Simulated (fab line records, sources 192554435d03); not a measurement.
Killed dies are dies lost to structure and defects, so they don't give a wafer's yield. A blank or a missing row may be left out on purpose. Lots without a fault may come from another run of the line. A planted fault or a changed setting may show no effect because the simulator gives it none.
Split-lot experiment | flow n5_finfet | 7 lots, 21 wafers read, on a route of 1938 steps

THE SPLIT
At N5_BEOL_M7_ETCH_66 (etches SOC in N2/H2, target depth 80 nm, overetch 16 nm, time 120 s), the setting bias_w was moved away from the recipe's 150 W on 8 of the 21 wafers read, by -15.2% to +17.9%. The other wafers ran this setting at the recipe's value.

The reading is taken at the split's own step.

THE READING
rf_vpp_V, in V, at N5_BEOL_M7_ETCH_66 (etches SOC in N2/H2, target depth 80 nm, overetch 16 nm, time 120 s). Fault-free wafers of this fab line usually give 523.8 V, standard deviation 1.9 V.

wafer  | tool, chamber at the split | bias_w as run, W | against the recipe | rf_vpp_V, V | against lot-mates on the recipe
L075.1 | rie_diel-03, 1             | 127.2            | -15.2%             | 472.0       | -54.4
L075.2 | rie_diel-03, 3             | 150              | recipe             | 526.4       | -
L075.4 | rie_diel-03, 0             | 127.2            | -15.2%             | 470.6       | -55.8
L080.3 | rie_diel-03, 0             | 150              | recipe             | 522.4       | -
L080.5 | rie_diel-03, 0             | 150              | recipe             | 522.9       | -
L080.6 | rie_diel-03, 3             | 150              | recipe             | 526.5       | -
L082.1 | rie_diel-05, 1             | 150              | recipe             | 522.7       | -
L082.3 | rie_diel-05, 2             | 150              | recipe             | 523.4       | -
L082.4 | rie_diel-05, 3             | 158              | +5.3%              | 541.3       | +18.2
L084.2 | rie_diel-04, 1             | 176.9            | +17.9%             | 582.2       | +57.3
L084.3 | rie_diel-04, 3             | 176.9            | +17.9%             | 581.0       | +56.1
L084.4 | rie_diel-04, 1             | 150              | recipe             | 524.9       | -
L091.1 | rie_diel-05, 3             | 150              | recipe             | 522.8       | -
L091.3 | rie_diel-05, 1             | 139.9            | -6.7%              | 499.8       | -23.6
L091.6 | rie_diel-05, 2             | 150              | recipe             | 524.0       | -
L092.1 | rie_diel-04, 0             | 150              | recipe             | 522.6       | -
L092.5 | rie_diel-04, 3             | 142.2            | -5.2%              | 505.7       | -16.9
L092.6 | rie_diel-04, 0             | 142.2            | -5.2%              | 505.0       | -17.6
L095.3 | rie_diel-05, 3             | 150              | recipe             | 522.7       | -
L095.4 | rie_diel-05, 1             | 150              | recipe             | 524.5       | -
L095.6 | rie_diel-05, 2             | 150              | recipe             | 522.4       | -

THE FIT
A straight line over all 21 wafers: rf_vpp_V changes by +3.33 V for each +1% of bias_w; r = +1.00; the points scatter about the line by 1.4 V.
The same after taking each lot's own level away (the mean of its wafers on the recipe; 21 wafers): +3.36 V for each +1%; r = +1.00; scatter 1.8 V.
On that fit, the largest move of bias_w shifts the reading by 60 V.
The lots' own levels span 522.60 to 526.40 V, that is 2.0 times the standard deviation above.
So the lot-to-lot level changes the slope little: the two slopes agree.
Check: with one of the wafers moved furthest among these (+17.9%) left out of the fit, the line predicts +60.5 V for it against its lot-mates. It came out at +57.3 V against them.
Tool readings at the split's step, against how far the setting was moved: rf_vpp_V r = +1.00.

OTHER SPLITS ON THESE WAFERS
These wafers also went through other splits before the reading. Each is held against what the fit with the lots' levels taken away leaves over:
other split on the same wafers | wafers away from the commonest value | r with rf_vpp_V (lot level and that fit taken away)
N5_BEOL_M3_EXPOSE_25 dose_mj   | 4                                    | +0.22
N5_BEOL_M3_DEP_57 time_s       | 6                                    | +0.11
N5_BEOL_M5_EXPOSE_25 dose_mj   | 7                                    | -0.22
N5_BEOL_M6_COAT_63 spin_rpm    | 7                                    | -0.38
N5_BEOL_M6_COAT_22 spin_rpm    | 4                                    | -0.09

THE WHOLE CHAIN: every reading that the file lists as answering this split, in the file's order
step               | what it does                                                        | reading                                                                          | change (the file's fit)                | r (the file's)
N5_BEOL_M7_ETCH_66 | etches SOC in N2/H2, target depth 80 nm, overetch 16 nm, time 120 s | rf_vpp_V                                                                         | +3.37 V for each +1% of the setting    | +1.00
N5_BEOL_M7_ETCH_66 | etches SOC in N2/H2, target depth 80 nm, overetch 16 nm, time 120 s | SiARC_of_BEOL_M7_COAT_64.thk_nm (the simulator's own value, which no gauge read) | -0.0889 nm for each +1% of the setting | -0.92

THE FILE'S OWN FIT
rf_vpp_V changes by +3.37 V for each +1% of bias_w, r = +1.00.
